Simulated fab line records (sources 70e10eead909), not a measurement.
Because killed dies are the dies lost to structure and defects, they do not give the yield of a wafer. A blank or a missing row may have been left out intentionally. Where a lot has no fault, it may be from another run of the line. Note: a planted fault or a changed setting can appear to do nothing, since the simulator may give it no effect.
fab line records | flow nand_harc
record: lots: 13 | wafers: 39 | last_day: 33
route steps=1302 shown P_ZERO_WELL@14 P_STI@92 END@1302
lots that met no fault: taken from a fault-free run of the same line
start_h: hours from the record's first day to the start of the lot's first wafer shown | wait_h: how many hours have passed since the lot's step before this one | " unchanged from the row above | L1.1+2: a row that stands for several wafers | - no value present, or no start provided | * or withheld: withheld | < > ~ a bound
route shown NAME@n: NAME is a module with steps in the file, n the number in the route of the first one | usual: mean/standard deviation taken from wafers without a fault | same: alike in all rows | chamber/n: place in a boat | sites: readings site by site | _std_site: how widely they spread, as a standard deviation | _edge_site: mean of outer sites minus mean of inner sites | radius_mm: for every site, how far away it sits from the centre of the wafer | mask NAME#n: copy n | behind: tool/chamber where the wafer was last shaped | hold: cause of the lot's hold/its duration in hours/its outcome | device: transistor that didn't switch, given as n, p or np | end of line: the tests these same wafers got at the end of their route | for a step that has no rows: nothing shown but its recipe | killed: count of dies lost to structure and defects at first sort (not the wafer's yield) | map: a wafer's dies, x killed, . not, _ none there
set.NAME: the run value of the setting; set.NAME@STEP: its run value at that earlier step | model.NAME: the simulator's own value behind a step, which no gauge read
route steps across a sampled set of lots; one table per step, one row per wafer
services: the hour from which a tool's chamber was out of use, counted from the record's first day as start_h (under 0 if before that day), plus the number of hours and why
== steps ==
step: NHARC_P_ZERO_WELL_CD_MEAS_11
recipe: target_cd_nm: 500 | landing_energy_ev: 500
usual: cd_nm: 500.8/2
lot.wafer | tool      | chamber | start_h | wait_h | cd_nm
L890.2    | cd_sem-03 | 0       | 31.24   | -      | 500.1
L890.4    | "         | 0       | "       | "      | 500.1
L890.5    | "         | 0       | "       | "      | 501.2
L891.1    | cd_sem-02 | 0       | 41.24   | -      | 500.7
L891.4    | "         | 0       | "       | "      | 498.9
L891.5    | "         | 0       | "       | "      | 501.1
L894.1    | cd_sem-03 | 0       | 71.23   | -      | 500.0
L894.5    | "         | 0       | "       | "      | 496.9
L894.6    | "         | 0       | "       | "      | 497.6
L895.2    | cd_sem-03 | 0       | 81.23   | -      | 496.8
L895.3    | "         | 0       | "       | "      | 497.9
L895.6    | "         | 0       | "       | "      | 499.5
L898.2    | cd_sem-02 | 0       | 111.24  | -      | 504.0
L898.5    | "         | 0       | "       | "      | 503.8
L898.6    | "         | 0       | "       | "      | 503.3
L899.1    | cd_sem-02 | 0       | 121.24  | -      | 502.6
L899.4    | "         | 0       | "       | "      | 502.9
L899.6    | "         | 0       | "       | "      | 502.8
L900.1    | cd_sem-01 | 0       | 131.24  | -      | 500.3
L900.3    | "         | 0       | "       | "      | 500.2
L900.4    | "         | 0       | "       | "      | 501.1
L902.2    | cd_sem-01 | 0       | 151.25  | -      | 501.0
L902.3    | "         | 0       | "       | "      | 499.5
L902.6    | "         | 0       | "       | "      | 498.9
L904.3    | cd_sem-01 | 0       | 171.28  | -      | 501.1
L904.4    | "         | 0       | "       | "      | 499.6
L904.6    | "         | 0       | "       | "      | 502.1
L905.1    | cd_sem-01 | 0       | 181.27  | -      | 500.4
L905.3    | "         | 0       | "       | "      | 502.1
L905.5    | "         | 0       | "       | "      | 501.5
L906.3    | cd_sem-02 | 0       | 191.25  | -      | 497.5
L906.4    | "         | 0       | "       | "      | 498.1
L906.6    | "         | 0       | "       | "      | 498.6
L908.4    | cd_sem-02 | 0       | 211.26  | -      | 503.6
L908.5    | "         | 0       | "       | "      | 503.6
L908.6    | "         | 0       | "       | "      | 502.8
L911.4    | cd_sem-02 | 0       | 241.25  | -      | 500.5
L911.5    | "         | 0       | "       | "      | 502.1
L911.6    | "         | 0       | "       | "      | 501.0
step: NHARC_P_ZERO_WELL_EXPOSE_21
recipe: na: 0.6 | target_cd_nm: 720 | dose_mj: 22.31 | mask_id: P_NWELL
lot.wafer  | tool           | chamber | start_h | wait_h | mask
L890.2+4+5 | krf_scanner-04 | 0       | 32.30   | -      | P_NWELL#0
L891.1+4+5 | krf_scanner-04 | 0       | 42.38   | -      | P_NWELL#0
L894.1+5+6 | krf_scanner-04 | 0       | 72.41   | -      | P_NWELL#0
L895.2+3+6 | krf_scanner-02 | 0       | 82.48   | -      | P_NWELL#0
L898.2+5+6 | krf_scanner-01 | 0       | 112.43  | -      | P_NWELL#0
L899.1+4+6 | krf_scanner-02 | 0       | 122.43  | -      | P_NWELL#0
L900.1+3+4 | krf_scanner-02 | 0       | 132.31  | -      | P_NWELL#0
L902.2+3+6 | krf_scanner-01 | 0       | 152.44  | -      | P_NWELL#0
L904.3+4+6 | krf_scanner-04 | 0       | 172.35  | -      | P_HVPW#0
L905.1+3+5 | krf_scanner-01 | 0       | 182.47  | -      | P_NWELL#0
L906.3+4+6 | krf_scanner-01 | 0       | 192.53  | -      | P_NWELL#0
L908.4+5+6 | krf_scanner-01 | 0       | 212.33  | -      | P_NWELL#0
L911.4+5+6 | krf_scanner-02 | 0       | 242.45  | -      | P_NWELL#0
step: NHARC_P_ZERO_WELL_CD_MEAS_24
recipe: target_cd_nm: 720 | landing_energy_ev: 500
usual: cd_nm: 720.3/1.9
lot.wafer | tool      | chamber | start_h | wait_h | cd_nm
L890.2    | cd_sem-02 | 0       | 32.46   | -      | 718.7
L890.4    | "         | 0       | "       | "      | 719.6
L890.5    | "         | 0       | "       | "      | 719.7
L891.1    | cd_sem-03 | 0       | 42.54   | -      | 722.0
L891.4    | "         | 0       | "       | "      | 722.9
L891.5    | "         | 0       | "       | "      | 724.1
L894.1    | cd_sem-03 | 0       | 72.57   | -      | 723.3
L894.5    | "         | 0       | "       | "      | 720.8
L894.6    | "         | 0       | "       | "      | 721.5
L895.2    | cd_sem-02 | 0       | 82.64   | -      | 719.1
L895.3    | "         | 0       | "       | "      | 721.5
L895.6    | "         | 0       | "       | "      | 719.0
L898.2    | cd_sem-01 | 0       | 112.59  | -      | 717.9
L898.5    | "         | 0       | "       | "      | 719.0
L898.6    | "         | 0       | "       | "      | 717.2
L899.1    | cd_sem-03 | 0       | 122.60  | -      | 717.9
L899.4    | "         | 0       | "       | "      | 721.4
L899.6    | "         | 0       | "       | "      | 718.7
L900.1    | cd_sem-03 | 0       | 132.46  | -      | 719.8
L900.3    | "         | 0       | "       | "      | 722.9
L900.4    | "         | 0       | "       | "      | 723.2
L902.2    | cd_sem-01 | 0       | 152.60  | -      | 720.6
L902.3    | "         | 0       | "       | "      | 717.4
L902.6    | "         | 0       | "       | "      | 719.8
L904.3    | cd_sem-01 | 0       | 172.50  | -      | -
L904.4    | "         | 0       | "       | "      | -
L904.6    | "         | 0       | "       | "      | -
L905.1    | cd_sem-01 | 0       | 182.63  | -      | 722.2
L905.3    | "         | 0       | "       | "      | 720.3
L905.5    | "         | 0       | "       | "      | 722.3
L906.3    | cd_sem-03 | 0       | 192.68  | -      | 719.6
L906.4    | "         | 0       | "       | "      | 720.3
L906.6    | "         | 0       | "       | "      | 722.8
L908.4    | cd_sem-01 | 0       | 212.48  | -      | 716.8
L908.5    | "         | 0       | "       | "      | 718.3
L908.6    | "         | 0       | "       | "      | 720.2
L911.4    | cd_sem-01 | 0       | 242.59  | -      | 717.8
L911.5    | "         | 0       | "       | "      | 717.0
L911.6    | "         | 0       | "       | "      | 722.7
step: NHARC_P_ZERO_WELL_DESCUM_54
recipe: time_s: 3 | o2_flow_sccm: 200 | ar_flow_sccm: 0 | bias_power_w: 0 | chemistry: O2
usual: drypump_motor_current_A: 5.6/0.38 | oes_product_au: 0.997/0.0098 | rf_vpp_V: 57.7/0.96 | showerhead_plenum_p_Torr: 1.91/0.072 | throttle_valve_pct: 11.312/0.0092
lot.wafer | tool        | chamber | start_h | wait_h | drypump_motor_current_A | oes_product_au | rf_hours_counter_h | rf_vpp_V | showerhead_plenum_p_Torr | throttle_valve_pct
L890.4    | rie_diel-03 | 0       | 35.79   | -      | 5.9                     | 0.995          | 30                 | 58.4     | 1.88                     | 11.309
L890.2    | "           | 1       | "       | "      | 5.1                     | 1.002          | 32                 | 58.2     | 1.86                     | 11.305
L890.5    | "           | 3       | "       | "      | 5.9                     | 0.996          | -                  | 56.0     | 1.84                     | 11.309
L891.4    | rie_diel-03 | 3       | 45.99   | -      | 5.9                     | 0.990          | 36                 | 58.1     | 1.84                     | 11.315
L891.1    | "           | 0       | "       | "      | 5.9                     | 0.999          | 33                 | 56.8     | 1.88                     | 11.317
L891.5    | "           | 2       | "       | "      | 5.9                     | 0.996          | -                  | 57.9     | 1.99                     | 11.313
L894.1    | rie_diel-03 | 3       | 75.93   | -      | 5.9                     | 0.990          | 46                 | 56.8     | 1.83                     | 11.298
L894.6    | "           | 1       | "       | "      | 5.0                     | 1.003          | -                  | 56.9     | 1.86                     | 11.291
L894.5    | "           | 2       | "       | "      | 5.8                     | 1.002          | -                  | 58.6     | 1.99                     | 11.306
L895.2    | rie_diel-03 | 0       | 88.46   | -      | 5.9                     | 1.004          | 48                 | 57.2     | 1.87                     | 11.309
L895.3    | "           | 3       | "       | "      | 5.9                     | 0.984          | 52                 | 55.8     | 1.83                     | 11.322
L895.6    | "           | 3       | "       | "      | 5.9                     | 0.981          | -                  | 58.5     | 1.83                     | 11.301
L898.2    | rie_diel-03 | 3       | 116.03  | -      | 5.9                     | 0.992          | 0                  | 56.7     | 1.83                     | 11.322
L898.6    | "           | 3       | "       | "      | 5.9                     | 0.985          | -                  | 56.8     | 1.83                     | 11.324
L898.5    | "           | 0       | "       | "      | 5.9                     | 0.999          | -                  | 59.0     | 1.87                     | 11.326
L899.1    | rie_diel-03 | 1       | 126.06  | -      | 5.1                     | 0.998          | 4                  | 56.4     | 1.85                     | 11.324
L899.4    | "           | 2       | "       | "      | 5.9                     | 1.019          | 3                  | 59.2     | 1.99                     | 11.311
L899.6    | "           | 1       | "       | "      | 5.1                     | 1.003          | -                  | 58.0     | 1.85                     | 11.310
L900.1    | rie_diel-13 | 2       | 135.68  | -      | 5.2                     | 1.007          | 39                 | 57.8     | 1.99                     | 11.307
L900.4    | "           | 3       | "       | "      | 5.5                     | 0.998          | 53                 | 56.2     | 1.95                     | 11.322
L900.3    | "           | 0       | "       | "      | 5.3                     | 0.989          | 54                 | 59.3     | 1.95                     | 11.302
L902.3    | rie_diel-11 | 1       | 155.91  | -      | 5.5                     | 0.998          | 25                 | 59.7     | 2.05                     | 11.322
L902.2    | "           | 3       | "       | "      | 5.1                     | 0.993          | 18                 | 57.6     | 1.85                     | 11.324
L902.6    | "           | 2       | "       | "      | 6.1                     | 0.972          | -                  | 59.5     | 1.91                     | 11.309
L904.3    | rie_diel-13 | 2       | 175.85  | -      | 5.1                     | 1.012          | 0                  | 57.9     | 1.99                     | 11.300
L904.4    | "           | 3       | "       | "      | 5.5                     | 0.994          | 0                  | 57.0     | 1.95                     | 11.300
L904.6    | "           | 2       | "       | "      | 5.1                     | 1.023          | -                  | 58.8     | 1.99                     | 11.306
L905.1    | rie_diel-13 | 3       | 185.98  | -      | 5.5                     | 0.999          | 5                  | 57.7     | 1.95                     | 11.320
L905.3    | "           | 0       | "       | "      | 5.3                     | 0.998          | 4                  | 58.9     | 1.95                     | 11.327
L905.5    | "           | 2       | "       | "      | 5.2                     | 1.011          | -                  | 57.8     | 1.99                     | 11.311
L906.3    | rie_diel-11 | 2       | 196.12  | -      | 6.1                     | 0.986          | 33                 | 56.5     | 1.90                     | 11.314
L906.4    | "           | 3       | "       | "      | 5.1                     | 0.984          | -                  | 58.5     | 1.85                     | 11.321
L906.6    | "           | 0       | "       | "      | 6.2                     | 0.996          | -                  | 58.6     | 1.79                     | 11.297
L908.4    | rie_diel-11 | 3       | 215.98  | -      | 5.1                     | 0.997          | 40                 | 55.1     | 1.85                     | 11.317
L908.6    | "           | 3       | "       | "      | 5.2                     | 0.984          | -                  | 57.5     | 1.85                     | 11.321
L908.5    | "           | 0       | "       | "      | 6.2                     | 0.994          | -                  | 58.9     | 1.78                     | 11.308
L911.4    | rie_diel-13 | 2       | 246.05  | -      | 5.2                     | 1.008          | 26                 | 57.7     | 1.98                     | 11.309
L911.5    | "           | 0       | "       | "      | 5.3                     | 1.002          | -                  | 58.1     | 1.94                     | 11.297
L911.6    | "           | 1       | "       | "      | 5.9                     | 0.989          | -                  | 57.5     | 1.88                     | 11.307
step: NHARC_P_STI_OCD_MEAS_17
usual: trench_depth_nm: 300/4.2 | trench_foot_cd_nm: 157.5/2.7
lot.wafer | tool   | chamber | start_h | wait_h | trench_depth_nm | trench_foot_cd_nm
L890.2    | ocd-01 | -       | 50.47   | 0.1    | 297             | 160.9
L890.4    | "      | -       | "       | "      | 298             | 158.0
L890.5    | "      | -       | "       | "      | 308             | 155.9
L891.1    | ocd-02 | -       | 65.47   | 0.1    | 294             | 159.3
L891.4    | "      | -       | "       | "      | 297             | 157.4
L891.5    | "      | -       | "       | "      | 306             | 159.5
L894.1    | ocd-02 | -       | 93.22   | 0.1    | 306             | 156.4
L894.5    | "      | -       | "       | "      | 292             | 156.5
L894.6    | "      | -       | "       | "      | 310             | 155.9
L895.2    | ocd-01 | -       | 105.61  | 0.1    | 305             | 148.7
L895.3    | "      | -       | "       | "      | 299             | 153.2
L895.6    | "      | -       | "       | "      | 299             | 153.3
L898.2    | ocd-02 | -       | 134.49  | 0.1    | 302             | 153.3
L898.5    | "      | -       | "       | "      | 297             | 161.1
L898.6    | "      | -       | "       | "      | 306             | 155.9
L899.1    | ocd-02 | -       | 147.75  | 0.1    | 302             | 155.6
L899.4    | "      | -       | "       | "      | 298             | 156.0
L899.6    | "      | -       | "       | "      | 302             | 158.6
L900.1    | ocd-02 | -       | 155.19  | 0.1    | 293             | 158.8
L900.3    | "      | -       | "       | "      | 302             | 160.2
L900.4    | "      | -       | "       | "      | 304             | 158.8
L902.2    | ocd-01 | -       | 174.93  | 0.1    | 297             | 154.0
L902.3    | "      | -       | "       | "      | 302             | 157.0
L902.6    | "      | -       | "       | "      | 296             | 161.1
L905.1    | ocd-02 | -       | 204.55  | 0.1    | 293             | 158.1
L905.3    | "      | -       | "       | "      | 302             | 156.1
L905.5    | "      | -       | "       | "      | 303             | 157.0
L906.3    | ocd-02 | -       | 213.28  | 0.1    | 297             | 155.8
L906.4    | "      | -       | "       | "      | 297             | 163.3
L906.6    | "      | -       | "       | "      | 303             | 159.2
L908.4    | ocd-02 | -       | 233.43  | 0.1    | 303             | 157.0
L908.5    | "      | -       | "       | "      | 294             | 162.2
L908.6    | "      | -       | "       | "      | 305             | 157.8
L911.4    | ocd-01 | -       | 265.94  | 0.1    | 303             | 158.8
L911.5    | "      | -       | "       | "      | 307             | 158.7
L911.6    | "      | -       | "       | "      | 306             | 156.8
step: NHARC_END_SORT_01
recipe: temp_c: 25
usual: defect_limited_yield: 91.0/2.8 | killed_at_array: 56/18 | killed_at_other: 1.4/1.5 | killed_at_periphery: 4/3.1 | killed_dies: 61/19 | killed_open: 3.5/1.8 | killed_short: 2.4/1.4
same: gross_dies: 677
lot.wafer | tool      | chamber | start_h | wait_h | defect_limited_yield[%] | killed_at_array | killed_at_other | killed_at_periphery | killed_dies | killed_open | killed_short
L898.2    | prober-01 | 0       | 655.53  | 2.8    | 92.0                    | 47              | 0               | 7                   | 54          | 6           | 4
L898.5    | prober-01 | 0       | 657.92  | 3.7    | 91.1                    | 43              | 3               | 14                  | 60          | 4           | 4
L898.6    | prober-01 | 0       | 658.72  | 4.0    | 93.2                    | 40              | 1               | 5                   | 46          | 2           | 2
L905.1    | prober-01 | 0       | 721.77  | 2.5    | 90.8                    | 54              | 1               | 7                   | 62          | 1           | 1
L905.3    | prober-01 | 0       | 723.37  | 3.1    | 89.2                    | 68              | 3               | 2                   | 73          | 3           | 3
L905.5    | prober-01 | 0       | 724.97  | 3.7    | 89.4                    | 64              | 1               | 7                   | 72          | 4           | 0
L911.4    | prober-01 | 0       | 790.54  | 3.4    | 90.0                    | 61              | 2               | 5                   | 68          | 3           | 2
killed by level:class
L898.2 A_CHANNEL_HOLE_D2:chamber_film_flake=16 A_STAIRCASE:chamber_film_flake=9 A_CHANNEL_HOLE_D1:chamber_film_flake=6 A_CONTACT:chamber_film_flake=4 P_CONTACT:chamber_film_flake=3 P_BONDPAD:chamber_film_flake=3 A_CHANNEL_FILL_D1:geometric_particle:open=2 A_BLC:geometric_particle:open=2
L898.5 A_CHANNEL_HOLE_D2:chamber_film_flake=14 A_STAIRCASE:chamber_film_flake=11 A_CONTACT:chamber_film_flake=6 P_BONDPAD:chamber_film_flake=5 A_CHANNEL_HOLE_D1:chamber_film_flake=4 P_CONTACT:chamber_film_flake=3 THIN_TSV:chamber_film_flake=3 P_GATE:chamber_film_flake=2
L898.6 A_CHANNEL_HOLE_D2:chamber_film_flake=15 A_STAIRCASE:chamber_film_flake=9 A_CHANNEL_HOLE_D1:chamber_film_flake=7 P_BONDPAD:chamber_film_flake=3 A_CONTACT:chamber_film_flake=3 P_CONTACT:chamber_film_flake=2 A_DECK1_JOINT:geometric_particle:open=1 A_SGD_CUT:geometric_particle:short=1
L905.1 A_SLIT:chamber_film_flake=28 A_CHANNEL_HOLE_D2:chamber_film_flake=17 P_GATE:chamber_film_flake=5 A_CHANNEL_HOLE_D1:chamber_film_flake=3 A_SGD_CUT:chamber_film_flake=2 A_WL_FILL:chamber_film_flake=2 P_M0:geometric_particle:open=1 STARTING-WAFER:geometric_particle:short=1
L905.3 A_SLIT:chamber_film_flake=31 A_CHANNEL_HOLE_D2:chamber_film_flake=16 A_CHANNEL_HOLE_D1:chamber_film_flake=10 A_CHANNEL_FILL_D2:chamber_film_flake=3 THIN_TSV:chamber_film_flake=2 P_CONTACT:geometric_particle:open=1 A_DECK1_JOINT:geometric_particle:open=1 A_WL_FILL:geometric_particle:short=1
L905.5 A_SLIT:chamber_film_flake=28 A_CHANNEL_HOLE_D2:chamber_film_flake=18 A_CHANNEL_HOLE_D1:chamber_film_flake=11 P_GATE:chamber_film_flake=6 P_M0:geometric_particle:open=1 A_SOURCE_PLATE:geometric_particle:open=1 A_CHANNEL_FILL_D1:geometric_particle:open=1 A_CHANNEL_FILL_D2:geometric_particle:open=1
L911.4 A_CHANNEL_HOLE_D2:chamber_film_flake=21 A_SLIT:chamber_film_flake=18 A_CHANNEL_HOLE_D1:chamber_film_flake=10 A_CONTACT:chamber_film_flake=6 P_GATE:chamber_film_flake=2 A_STAIRCASE:chamber_film_flake=2 P_GATE:geometric_particle:open=1 P_CONTACT:geometric_particle:open=1
== services ==
tool           | chamber | start_h | hours | kind
krf_scanner-04 | -       | 10.00   | 4.0   | pm
krf_scanner-01 | -       | 10.64   | 2.4   | repair
rie_diel-03    | 1       | 38.90   | 2.5   | repair
krf_scanner-02 | -       | 63.47   | 0.2   | repair
krf_scanner-02 | -       | 64.73   | 0.5   | repair
krf_scanner-01 | -       | 71.31   | 9.1   | repair
rie_diel-13    | -       | 79.83   | 2.3   | repair
rie_diel-11    | -       | 80.04   | 9.0   | pm
rie_diel-03    | 2       | 88.46   | 4.8   | repair
krf_scanner-02 | -       | 94.00   | 4.0   | pm
rie_diel-03    | -       | 104.38  | 9.0   | pm
krf_scanner-01 | -       | 111.27  | 0.3   | repair
rie_diel-03    | 0       | 119.51  | 4.2   | repair
krf_scanner-01 | -       | 140.00  | 4.0   | pm
rie_diel-11    | -       | 143.45  | 1.7   | repair
rie_diel-03    | 2       | 166.22  | 3.8   | repair
rie_diel-13    | -       | 166.85  | 9.0   | pm
krf_scanner-01 | -       | 169.85  | 5.5   | repair
rie_diel-03    | -       | 176.25  | 0.3   | repair
krf_scanner-04 | -       | 182.00  | 4.0   | pm
krf_scanner-02 | -       | 187.31  | 1.5   | repair
rie_diel-03    | -       | 194.11  | 12.6  | repair
rie_diel-13    | -       | 228.64  | 1.2   | repair
krf_scanner-04 | -       | 242.70  | 1.2   | repair
== key ==
first_sign: step: NHARC_P_ZERO_WELL_EXPOSE_21 | reading: mask | direction: changed
effect: step: NHARC_P_ZERO_WELL_CD_MEAS_24 | reading: cd_nm | direction: missing
met_at NHARC_P_ZERO_WELL_EXPOSE_21
struck_lots L904
rows_end L904.3,L904.4,L904.6
not_acting_at NHARC_P_ZERO_WELL_CD_MEAS_11,NHARC_P_ZERO_WELL_DESCUM_54,NHARC_P_STI_OCD_MEAS_17
onset_between 72.41 172.35
fault: kind: wrong_mask | tool: any | chamber: - | onset_h: 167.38 | steps: NHARC_P_ZERO_WELL_EXPOSE_21 | aux_copy: P_HVPW#0 | scope: struck_lots_only
rows_end: these wafers met a further fault down the route, and their rows from its step on are left out
